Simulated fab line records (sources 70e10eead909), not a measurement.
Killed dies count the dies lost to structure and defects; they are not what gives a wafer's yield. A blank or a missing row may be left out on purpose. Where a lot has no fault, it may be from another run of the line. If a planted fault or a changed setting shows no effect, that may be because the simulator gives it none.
Chamber matching | flow nandHarc | NHARC_P_CONTACT_STRIP_28 on rieDiel-02: 4 sister chambers
The step strips in O2. 8 wafers are shown with their chamber, then 8 later ones without.

== WAFERS, EACH WITH ITS CHAMBER ==
wafer  | chamber | drypumpMotorCurrentA (A) | oesProductAu (a.u.)
L081.6 | 2       | 5.4                      | 0.985
L082.2 | 0       | 5.4                      | 0.989
L082.4 | 1       | 5.8                      | 1.007
L082.5 | 3       | 4.8                      | 0.997
L083.2 | 3       | 4.8                      | 0.997
L083.3 | 1       | 5.9                      | 1.002
L083.6 | 0       | 5.4                      | 0.987
L093.1 | 2       | 5.4                      | 0.980

== WAFERS MISSING THEIR CHAMBER ==
wafer  | drypumpMotorCurrentA (A) | oesProductAu (a.u.)
L093.5 | 5.3                      | 1.008
L093.6 | 5.8                      | 0.999
L096.2 | 5.8                      | 0.989
L096.3 | 4.8                      | 0.994
L096.4 | 5.3                      | 0.997
L096.1 | 5.4                      | 0.992
L096.5 | 5.3                      | 0.995
L096.6 | 4.8                      | 0.996

== THE CHAMBER EACH PASSED THROUGH ==
wafer  | from the rows above     | in truth
L093.5 | 0                       | 0
L093.6 | 1                       | 1
L096.2 | 1                       | 1
L096.3 | 3                       | 3
L096.4 | can't be placed: 0 or 2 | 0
L096.1 | 0                       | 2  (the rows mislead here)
L096.5 | can't be placed: 0 or 2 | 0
L096.6 | 3                       | 3
Placed correctly: 5 of 8. Not placeable from these rows: 2 (in 2, the candidates include the true chamber). Number placed wrongly: 1.
How it was worked out, from the rows above alone: a wafer's distance from a chamber is the root of the sum, over the readings, of the square of ((its reading less the chamber's mean) divided by the reading's scatter). The wafer belongs to the nearest chamber; if the next one is less than 2 further off, it can't be placed. Each chamber's mean is taken over the wafers shown for it. The scatter is the square root of a quotient: the sum, over the shown wafers, of each reading's squared deviation from its chamber's mean, divided by wafers minus chambers.
